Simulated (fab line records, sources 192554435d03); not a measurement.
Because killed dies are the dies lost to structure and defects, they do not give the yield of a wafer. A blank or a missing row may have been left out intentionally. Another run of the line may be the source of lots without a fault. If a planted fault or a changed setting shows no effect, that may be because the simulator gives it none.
Lot-split experiment | flow n5Finfet | 7 lots, 21 wafers read, on a route of 1938 steps

## THE SPLIT ITSELF
At N5_BEOL_M14_EXPOSE_07 (exposes mask V13), the setting doseMj was moved away from the recipe's 57 on 9 of the 21 wafers read, by -6.3% to +6.0%. The other wafers ran this setting at the recipe's value.

## FROM THE SPLIT TO THE READING: what the file shows between them, 6 steps
- N5_BEOL_M14_PEB_08: peb time 90 s
- N5_BEOL_M14_DEVELOP_09: develop time 45 s
- N5_BEOL_M14_HARDBAKE_14: time 120 s
- N5_BEOL_M14_CD_MEAS_10: target cd 250 nm
- N5_BEOL_M14_STRIP_71: strips in post etch residue remover, time 60 s
- N5_BEOL_M14_SRD_72: time 30 s, dry time 30 s

## THE READING
cdNm (nm) at N5_BEOL_M14_CD_MEAS_17, where the cd target is 250 nm. On this fab line, fault-free wafers typically give 249.7 nm with a standard deviation of 1.3 nm.

wafer  | tool, chamber at the split | doseMj as run | against the recipe | cdNm, nm | against lot-mates on the recipe
L078.3 | krfScanner-01, 0           | 57            | recipe             | 249.7    | -
L078.4 | krfScanner-01, 0           | 57            | recipe             | 246.4    | -
L078.5 | krfScanner-01, 0           | 60.42         | +6.0%              | 259.1    | +11.1
L079.1 | krfScanner-01, 0           | 57            | recipe             | 250.1    | -
L079.4 | krfScanner-01, 0           | 57            | recipe             | 247.7    | -
L079.6 | krfScanner-01, 0           | 57            | recipe             | 250.2    | -
L082.2 | krfScanner-02, 0           | 57            | recipe             | 251.1    | -
L082.3 | krfScanner-02, 0           | 53.4          | -6.3%              | 241.1    | -9.8
L082.6 | krfScanner-02, 0           | 57            | recipe             | 250.7    | -
L084.2 | krfScanner-01, 0           | 57            | recipe             | 250.0    | -
L084.3 | krfScanner-01, 0           | 59.16         | +3.8%              | 256.0    | +6.0
L084.5 | krfScanner-01, 0           | 59.16         | +3.8%              | 256.3    | +6.3
L085.2 | krfScanner-02, 0           | 57            | recipe             | 247.5    | -
L085.3 | krfScanner-02, 0           | 57            | recipe             | 252.5    | -
L085.6 | krfScanner-02, 0           | 54.03         | -5.2%              | 242.1    | -7.9
L090.1 | krfScanner-01, 0           | 57            | recipe             | 250.9    | -
L090.2 | krfScanner-01, 0           | 59.58         | +4.5%              | 256.5    | +5.6
L090.4 | krfScanner-01, 0           | 59.58         | +4.5%              | 258.3    | +7.4
L092.2 | krfScanner-02, 0           | 57            | recipe             | 249.5    | -
L092.5 | krfScanner-02, 0           | 54.01         | -5.2%              | 241.0    | -8.5
L092.6 | krfScanner-02, 0           | 54.01         | -5.2%              | 240.5    | -9.0

THE FIT
A straight line over all 21 wafers: cdNm changes by +1.59 nm for each +1% of doseMj; r = +0.97; the points scatter about the line by 1.4 nm.
The same after taking each lot's own level away (the mean of its wafers on the recipe; 21 wafers): +1.61 nm for each +1%; r = +0.98; scatter 1.2 nm.
Per that fit: largest doseMj move, reading shift of 10 nm.
Measured against the standard deviation above, the lots' own levels, which go from 248.05 to 250.90 nm, span 2.2 times it.
So the lot-to-lot level changes the slope little: the two slopes agree.
Check: with one of the wafers moved furthest among these (-6.3%) left out of the fit, the line predicts -10.3 nm for it against its lot-mates. It came out at -9.8 nm against them.

## OTHER SPLITS ON THESE WAFERS
These wafers also went through other splits before the reading. Each is held against what the fit with the lots' levels taken away leaves over:
other split on the same wafers  | wafers away from the commonest value | r with cdNm (lot level and that fit taken away)
N5_BEOL_M12_SPUTTER_43 powerW   | 10                                   | +0.38
N5_BEOL_M13_CMP_49 downForcePsi | 6                                    | -0.28

## THE WHOLE CHAIN: every reading that the file lists as answering this split, in the file's order
step                   | what it does     | reading | change (the file's fit)              | r (the file's)
N5_BEOL_M14_CD_MEAS_10 | target cd 250 nm | cdNm    | +1.74 nm for each +1% of the setting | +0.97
N5_BEOL_M14_CD_MEAS_17 | target cd 250 nm | cdNm    | +1.62 nm for each +1% of the setting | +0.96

## THE FILE'S OWN FIT
cdNm changes by +1.62 nm for each +1% of doseMj, r = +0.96.
